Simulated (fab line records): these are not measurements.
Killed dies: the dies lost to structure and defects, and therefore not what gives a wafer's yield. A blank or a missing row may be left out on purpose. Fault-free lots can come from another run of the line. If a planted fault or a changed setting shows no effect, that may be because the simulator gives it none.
Comparing a struck lot with a sound one || flow n5 finfet || 36 out of 1938 route steps
Sound: wafers L305.1, L305.2, L305.6. Struck: wafer L312.2 (left out: L312.6, a lot-mate that was not struck); the cause follows at the end.
Each step with rows lists, per side, the tool, then ch with its chambers, then its first start. Under that, the readings that differ: sound wafers || struck wafers || difference of the means || sigmas: that difference in standard deviations of wafers without a fault.
alike: words and numbers the same on both sides, and readings whose means are apart by under 2 such deviations; not compared: readings that were withheld, readings missing a value for some wafer, numbers with overlapping values and no deviation given by the record, and bounds like >300 which may hide the same value.
The two part at a step that has a row with sigmas, a row that says differs or no value, or rows on one side only. Non-overlapping numbers with no deviation appear without sigmas and do not part them. A reading that every wafer of one side lacks parts them only if that side has two wafers or more.

first, 9 steps without rows for these wafers: N5_BEOL_M4_ANNEAL_95 (time 240 s); N5_BEOL_M4_SPUTTER_96 (material Cu, target thk 4.5 nm, time 8.29 s); N5_BEOL_M4_ECD_50 (material Cu, target thk 300 nm); N5_BEOL_M4_ANNEAL_51 (time 90 s); N5_BEOL_M4_CMP_52 (polishes, stops on SiOC, t overpolish 6.8 s, target thk 40 nm); N5_BEOL_M4_PRE_CLEAN_60 (time 15 s); N5_BEOL_M4_CO_CAP_55 (material Co, precursor CCTBA/H2, target thk 2 nm, time 102.1 s); N5_BEOL_M4_PRE_CLEAN_56 (time 15 s); N5_BEOL_M4_DEP_57 (deposits SiCN from 3MS/NH3, target thk 8 nm, time 14 s).
N5_BEOL_M4_RC_MEAS_101:
  sound on prober-02 ch 0, day 10 10:51; struck on prober-02 ch 0, day 12 10:18
{"reading": "ION_N (uA/um)", "sound": "668 662 663", "struck": 694, "difference": "+30", "sigmas": "+2"}
{"reading": "VT_N (mV)", "sound": "252 254 255", "struck": 247, "difference": -7, "sigmas": -2}
  alike: DIBL_N, DIBL_P, IOFF_N, IOFF_P, ION_P, SS_N, SS_P, VT_P
then, 24 steps without rows for these wafers: N5_BEOL_M5_ILD_DEP_00 (deposits SiCOH lowk from DEMS/porogen, target thk 140.64 nm, time 25.9 s); N5_BEOL_M5_CURE_79 (cures SiCOH lowk, time 240 s); N5_BEOL_M5_PECVD_70 (deposits SiO2 from TEOS/O2, target thk 16 nm, time 18 s); N5_BEOL_M5_HM_DEP_02 (deposits TiN, target thk 20 nm); N5_BEOL_M5_COAT_59 (time 60 s, resist thk 60 nm); N5_BEOL_M5_COAT_60 (time 60 s, resist thk 12 nm); N5_BEOL_M5_COAT_71 (time 60 s, resist thk 5 nm); N5_BEOL_M5_COAT_05 (resist thk 30 nm); N5_BEOL_M5_EBR_07; N5_BEOL_M5_SOFTBAKE_06 (time 60 s); N5_BEOL_M5_EXPOSE_08 (exposes mask M5, target cd 28 nm); N5_BEOL_M5_PEB_09 (peb time 60 s); N5_BEOL_M5_DEVELOP_10 (develop time 30 s); N5_BEOL_M5_DESCUM_16 (chemistry O2, time 7 s); N5_BEOL_M5_ETCH_72 (etches underlayer in N2/H2, target depth 6.5 nm, time 5.2 s); N5_BEOL_M5_ETCH_61 (etches SiARC in CF4, target depth 15.6 nm, time 26 s); N5_BEOL_M5_ETCH_62 (etches SOC in N2/H2, target depth 75 nm, overetch 15 nm, time 112.5 s); N5_BEOL_M5_STRIP_63 (strips in N2/H2); N5_BEOL_M5_STRIP_73 (strips in N2/H2); N5_BEOL_M5_STRIP_64 (strips in CF4); N5_BEOL_M5_HM_OPEN_17 (chemistry Cl2/BCl3, target TiN, target depth 20 nm, overetch 6 nm); N5_BEOL_M5_STRIP_19 (strips in O2); N5_BEOL_M5_COAT_65 (time 60 s, resist thk 60 nm); N5_BEOL_M5_COAT_66 (time 60 s, resist thk 12 nm).
N5_BEOL_M7_VIA_ETCH_34: etches SiCOH lowk in C4F6/O2, target depth 125.5 nm, time 50.5 s.
  sound on rie diel-04 ch 0,1,2, day 11 17:17; struck on rie diel-04 ch 2, day 13 09:45
{"reading": "run length s (s)", "sound": "74.2 73.7 74.0", "struck": 64.4, "difference": -9.6, "sigmas": -27}
{"reading": "model.etch.depth nm (nm)", "sound": "127 125.2 126.3", "struck": 104.3, "difference": -21.9, "sigmas": ""}
{"reading": "model.SOC_of_BEOL_M7_COAT_63.thk nm (nm)", "sound": "54 54.4 54.2", "struck": 55, "difference": "+1", "sigmas": ""}
  alike: drypump motor current A, oes product au, rf vpp V, showerhead plenum p Torr, throttle valve pct
  not compared: bias w, rf hours counter h
-- here the record skips 3 days between the struck wafers' starts before and after, leaving off in module BEOL_M7 and picking up in module PASSIVATION (first step shown: number 1936 of the route) --
N5_PASSIVATION_PROBE_49:
  only the struck wafers here have rows in the record (prober-02, day 16 16:45); the sound ones have none

== WHERE THEY PART ==
Earliest at N5_BEOL_M4_RC_MEAS_101; latest, in this record, at N5_PASSIVATION_PROBE_49.

WHY: what the simulator had put in
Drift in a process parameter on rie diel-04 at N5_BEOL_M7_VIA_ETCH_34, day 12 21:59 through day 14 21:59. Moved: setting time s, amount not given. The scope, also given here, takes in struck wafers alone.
